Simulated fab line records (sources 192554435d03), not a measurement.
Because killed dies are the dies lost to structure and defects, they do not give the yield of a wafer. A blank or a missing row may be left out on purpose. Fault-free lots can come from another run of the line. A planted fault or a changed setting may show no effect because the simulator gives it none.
Chamber matching -- flow n5-finfet -- N5_FIN_SAQP_ETCH_64 on rie-si-04 has 4 sister chambers
The step etches SiO2 in CF4, target depth 1.5 nm. 27 wafers are shown with their chamber, then 12 later ones without.

WAFERS WITH THEIR CHAMBER
wafer,chamber,throttle-valve-pct (%),drypump-motor-current-A (A),oes-product-au (a.u.)
L074.1,3,21.97,5.4,1.047
L074.2,0,21.48,5.7,1.006
L074.4,1,22.09,6.4,0.981
L075.3,2,21.69,5.7,1.046
L075.4,3,21.99,5.3,1.044
L075.6,0,21.49,5.7,1.008
L077.4,3,21.97,5.3,1.036
L077.5,0,21.47,5.7,1.006
L077.6,3,21.98,5.4,1.029
L078.1,0,21.47,5.7,1.017
L078.2,2,21.68,5.8,1.045
L078.6,1,22.09,6.4,0.970
L080.2,3,21.99,5.4,1.045
L080.3,1,22.08,6.4,0.981
L080.6,3,21.98,5.4,1.033
L081.2,0,21.50,5.7,1.001
L081.5,1,22.09,6.4,0.975
L081.6,0,21.49,5.7,1.013
L084.2,3,21.98,5.4,1.046
L084.3,0,21.49,5.7,1.004
L084.6,3,21.99,5.3,1.030
L087.3,2,21.71,5.7,1.054
L087.5,3,21.99,5.4,1.046
L087.6,2,21.69,5.7,1.056
L088.1,1,22.08,6.4,0.977
L088.5,3,21.98,5.4,1.040
L088.6,0,21.48,5.7,1.012

SIGNATURES (averages over the wafers above)
reading,chamber 0,chamber 1,chamber 2,chamber 3,scatter within a chamber
throttle-valve-pct,21.4838,22.0860,21.6925,21.9820,0.00919
drypump-motor-current-A,5.700,6.400,5.725,5.370,0.0352
oes-product-au,1.00838,0.97680,1.05025,1.03960,0.00596
Rule: distance of a wafer from a chamber = root of the sum over the readings of ((wafer's reading minus chamber's mean) / reading's scatter) squared. The wafer belongs to the nearest chamber; if the next one is less than 2 further off, it can't be placed. The scatter: take each reading less its chamber's mean, square it, sum over the shown wafers, divide by the number of wafers less the number of chambers, and take the root.

WAFERS WHOSE CHAMBER IS MISSING
wafer,throttle-valve-pct (%),drypump-motor-current-A (A),oes-product-au (a.u.)
L090.2,21.70,5.7,1.043
L090.4,22.09,6.4,0.984
L090.5,21.69,5.7,1.040
L093.1,22.10,6.4,0.977
L093.3,21.70,5.7,1.056
L093.4,21.98,5.4,1.039
L094.2,22.11,6.5,0.983
L094.3,21.99,5.4,1.047
L094.5,21.49,5.7,1.016
L096.4,22.10,6.4,0.983
L096.5,21.99,5.4,1.041
L096.6,21.69,5.7,1.055

WHICH CHAMBER EACH ONE RAN IN
wafer,from the rows above,in truth
L090.2,2,2
L090.4,1,1
L090.5,2,2
L093.1,1,1
L093.3,2,2
L093.4,3,3
L094.2,1,1
L094.3,3,3
L094.5,0,0
L096.4,1,1
L096.5,3,3
L096.6,2,2
Placed correctly: 12 of 12. Can't be placed from these rows: 0. Placed wrongly: 0.
